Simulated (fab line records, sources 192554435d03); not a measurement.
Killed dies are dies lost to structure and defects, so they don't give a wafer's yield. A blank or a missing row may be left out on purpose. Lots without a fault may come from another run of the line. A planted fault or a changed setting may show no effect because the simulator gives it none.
Split-lot experiment | flow n5_finfet | 7 lots, 39 wafers read, on a route of 1938 steps

THE SPLIT
At N5_BEOL_M5_TRENCH_ETCH_37 (etches SiCOH lowk in C4F6/O2, target depth 71.652 nm, time 24.7 s), the setting target_depth_a was moved away from the recipe's 716.52 angstrom on 12 of the 39 wafers read, by -54.3% to +58.3%. The other wafers ran this setting at the recipe's value.

FROM THE SPLIT TO THE READING: what the file shows between them, 8 steps
- N5_BEOL_M5_ETCH_41: etches SiCN in CH3F/O2, target depth 31.5 nm, time 56.7 s
- N5_BEOL_M5_STRIP_91: strips in N2/H2, time 10 s
- N5_BEOL_M5_OCD_MEAS_38
- N5_BEOL_M5_HM_STRIP_39: strips TiN in peroxide tin strip, target depth 25 nm, time 158 s
- N5_BEOL_M5_SRD_40: time 30 s
- N5_BEOL_M5_ECD_50: material Cu, target thk 300 nm
- N5_BEOL_M5_ANNEAL_51: time 90 s
- N5_BEOL_M5_CMP_52: polishes, stops on SiCOH lowk, t overpolish 6.9 s, target thk 62 nm

THE READING
M5_THK, in nm, at N5_BEOL_M5_THK_MEAS_53 (measures by xrf). Fault-free wafers of this fab line usually give 60.1 nm, standard deviation 1.9 nm.

wafer  | tool, chamber at the split | target_depth_a as run, angstrom | against the recipe | M5_THK, nm | against lot-mates on the recipe
L074.3 | rie_diel-02, 3             | 716.52                          | recipe             | 60.6       | -
L074.5 | rie_diel-02, 1             | 716.52                          | recipe             | 56.4       | -
L074.6 | rie_diel-02, 3             | 716.52                          | recipe             | 61.3       | -
L075.1 | rie_diel-02, 0             | 716.52                          | recipe             | 58.0       | -
L075.2 | rie_diel-02, 3             | 716.52                          | recipe             | 58.8       | -
L075.3 | rie_diel-02, 1             | 716.52                          | recipe             | 55.4       | -
L075.4 | rie_diel-02, 1             | 716.52                          | recipe             | 55.2       | -
L075.5 | rie_diel-02, 0             | 716.52                          | recipe             | 57.1       | -
L075.6 | rie_diel-02, 3             | 716.52                          | recipe             | 58.6       | -
L081.1 | rie_diel-04, 0             | 716.52                          | recipe             | 59.9       | -
L081.2 | rie_diel-04, 3             | 716.52                          | recipe             | 59.7       | -
L081.3 | rie_diel-04, 2             | 941.9                           | +31.5%             | 83.8       | +23.8
L081.4 | rie_diel-04, 1             | 941.9                           | +31.5%             | 83.3       | +23.3
L081.5 | rie_diel-04, 2             | 716.52                          | recipe             | 60.5       | -
L081.6 | rie_diel-04, 1             | 941.9                           | +31.5%             | 80.6       | +20.6
L080.1 | rie_diel-02, 3             | 716.52                          | recipe             | 61.3       | -
L080.2 | rie_diel-02, 2             | 716.52                          | recipe             | 59.0       | -
L080.3 | rie_diel-02, 0             | 901.5                           | +25.8%             | 78.3       | +17.6
L080.4 | rie_diel-02, 2             | 901.5                           | +25.8%             | 77.2       | +16.5
L080.5 | rie_diel-02, 3             | 716.52                          | recipe             | 61.9       | -
L080.6 | rie_diel-02, 0             | 901.5                           | +25.8%             | 77.3       | +16.6
L088.1 | rie_diel-04, 2             | 716.52                          | recipe             | 60.9       | -
L088.2 | rie_diel-04, 1             | 327.5                           | -54.3%             | 21.2       | -40.1
L088.3 | rie_diel-04, 0             | 327.5                           | -54.3%             | 22.6       | -38.7
L088.4 | rie_diel-04, 3             | 716.52                          | recipe             | 61.5       | -
L088.5 | rie_diel-04, 0             | 327.5                           | -54.3%             | 20.8       | -40.5
L088.6 | rie_diel-04, 3             | 716.52                          | recipe             | 61.5       | -
L093.1 | rie_diel-04, 0             | 716.52                          | recipe             | 62.4       | -
L093.2 | rie_diel-04, 2             | 716.52                          | recipe             | 61.9       | -
L093.3 | rie_diel-04, 3             | 716.52                          | recipe             | 60.0       | -
L093.4 | rie_diel-04, 1             | 716.52                          | recipe             | 60.7       | -
L093.5 | rie_diel-04, 0             | 716.52                          | recipe             | 63.2       | -
L093.6 | rie_diel-04, 3             | 716.52                          | recipe             | 60.3       | -
L094.1 | rie_diel-02, 2             | 716.52                          | recipe             | 59.7       | -
L094.2 | rie_diel-02, 1             | 716.52                          | recipe             | 62.6       | -
L094.3 | rie_diel-02, 0             | 716.52                          | recipe             | 62.4       | -
L094.4 | rie_diel-02, 1             | 1134                            | +58.3%             | 102.4      | +40.8
L094.5 | rie_diel-02, 0             | 1134                            | +58.3%             | 102.6      | +41.0
L094.6 | rie_diel-02, 2             | 1134                            | +58.3%             | 101.2      | +39.6

THE FIT
A straight line over all 39 wafers: M5_THK changes by +0.713 nm for each +1% of target_depth_a; r = +0.99; the points scatter about the line by 1.9 nm.
The same after taking each lot's own level away (the mean of its wafers on the recipe; 39 wafers): +0.71 nm for each +1%; r = +1.00; scatter 1.3 nm.
On that fit, the largest move of target_depth_a shifts the reading by 41 nm.
The lots' own levels span 57.18 to 61.57 nm, that is 2.3 times the standard deviation above.
So the lot-to-lot level changes the slope little: the two slopes agree.
Check: with one of the wafers moved furthest among these (+58.3%) left out of the fit, the line predicts +41.2 nm for it against its lot-mates. It came out at +40.8 nm against them.

OTHER SPLITS ON THESE WAFERS
These wafers also went through other splits before the reading. Each is held against what the fit with the lots' levels taken away leaves over:
other split on the same wafers           | wafers away from the commonest value | r with M5_THK (lot level and that fit taken away)
N5_BEOL_M1_TRENCH_ETCH_37 target_depth_a | 15                                   | -0.15
N5_BEOL_M3_TRENCH_ETCH_37 target_depth_a | 15                                   | -0.07

THE WHOLE CHAIN: every reading that the file lists as answering this split, in the file's order
step                      | what it does                                                        | reading                                                                          | change (the file's fit)                                                              | r (the file's)
N5_BEOL_M5_TRENCH_ETCH_37 | etches SiCOH lowk in C4F6/O2, target depth 71.652 nm, time 24.7 s   | etch.depth_nm (the simulator's own value, which no gauge read)                   | +0.72 nm for each +1% of the setting                                                 | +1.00
N5_BEOL_M5_TRENCH_ETCH_37 | etches SiCOH lowk in C4F6/O2, target depth 71.652 nm, time 24.7 s   | BEOL_M5.feature_depth_nm (the simulator's own value, which no gauge read)        | +0.721 nm for each +1% of the setting                                                | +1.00
N5_BEOL_M5_TRENCH_ETCH_37 | etches SiCOH lowk in C4F6/O2, target depth 71.652 nm, time 24.7 s   | TiN_of_BEOL_M5_HM_DEP_02.thk_nm (the simulator's own value, which no gauge read) | -0.0227 nm for each +1% of the setting                                               | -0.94
N5_BEOL_M5_OCD_MEAS_38    |                                                                     | trench_depth_nm                                                                  | +0.719 nm for each +1% of the setting                                                | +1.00
N5_BEOL_M5_CMP_52         | polishes, stops on SiCOH lowk, t overpolish 6.9 s, target thk 62 nm | Cu_of_BEOL_M5_ECD_50.thk_nm (the simulator's own value, which no gauge read)     | +0.733 nm for each +1% of the setting                                                | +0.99
N5_BEOL_M5_THK_MEAS_53    | measures by xrf                                                     | M5_THK                                                                           | +0.708 for each +1% of the setting                                                   | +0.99
N5_BEOL_M5_RS_MEAS_57     | measures by four-point-probe                                        | M5_RS                                                                            | not straight: 1.479 at the lowest setting, 0.387 at the recipe, 0.207 at the highest | not given

THE FILE'S OWN FIT
M5_THK changes by +0.708 nm for each +1% of target_depth_a, r = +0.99.
